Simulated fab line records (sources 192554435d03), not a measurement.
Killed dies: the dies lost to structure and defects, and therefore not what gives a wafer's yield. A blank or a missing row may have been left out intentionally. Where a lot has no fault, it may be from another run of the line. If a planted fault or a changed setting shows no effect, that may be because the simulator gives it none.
Matching of chambers -- flow n5-finfet -- uv-cure-01 running N5_BEOL_M5_CURE_79: 3 sister chambers
The step cures SiCOH lowk, time 240 s. 16 wafers are shown with their chamber, then 8 later ones without.

## EACH WAFER AND ITS CHAMBER
wafer,chamber,wafer_temp_C_max,lamp-power-pct (%)
L076.1,1,387.0,52.38
L076.2,1,387.4,52.32
L076.4,1,387.3,52.26
L079.1,0,386.5,52.24
L079.2,0,386.5,52.33
L079.3,0,386.1,52.26
L081.1,1,386.5,52.34
L081.2,1,387.1,52.32
L081.6,1,387.3,52.25
L082.2,2,386.5,52.36
L082.5,2,386.3,52.27
L082.6,2,386.8,52.36
L087.3,2,386.3,52.31
L087.5,2,386.4,52.38
L087.6,2,386.9,52.23
L091.1,1,386.5,52.27

SIGNATURES (means of the wafers above)
reading,chamber 0,chamber 1,chamber 2,scatter within a chamber
wafer_temp_C_max,386.367,387.014,386.533,0.315
lamp-power-pct,52.2767,52.3057,52.3183,0.0523
Rule: for a wafer and a chamber, the distance is found by dividing, reading by reading, the gap between the wafer's reading and the chamber's mean by the reading's scatter, squaring, summing and taking the root. The wafer belongs to the nearest chamber; if the next one is less than 2 further off, it can't be placed. The scatter is the square root of a quotient: the sum, over the shown wafers, of each reading's squared deviation from its chamber's mean, divided by wafers minus chambers.

## WAFERS WITH NO CHAMBER GIVEN
wafer,wafer_temp_C_max,lamp-power-pct (%)
L091.5,386.6,52.25
L091.6,386.7,52.31
L096.2,387.0,52.37
L096.4,386.9,52.23
L096.6,387.0,52.30
L097.3,385.7,52.35
L097.4,386.4,52.40
L097.5,386.0,52.32

## WHICH CHAMBER EACH ONE RAN IN
wafer,from the rows above,in truth
L091.5,can't be placed: 0 or 2 or 1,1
L091.6,can't be placed: 2 or 1 or 0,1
L096.2,can't be placed: 1 or 2 or 0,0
L096.4,can't be placed: 1 or 0 or 2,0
L096.6,can't be placed: 1 or 2 or 0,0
L097.3,can't be placed: 0 or 2 or 1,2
L097.4,can't be placed: 2 or 0 or 1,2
L097.5,can't be placed: 0 or 2 or 1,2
Placed correctly: 0 of 8. From these rows, 8 cannot be placed; in 8 the true chamber is one of the candidates. Placed wrongly: 0.
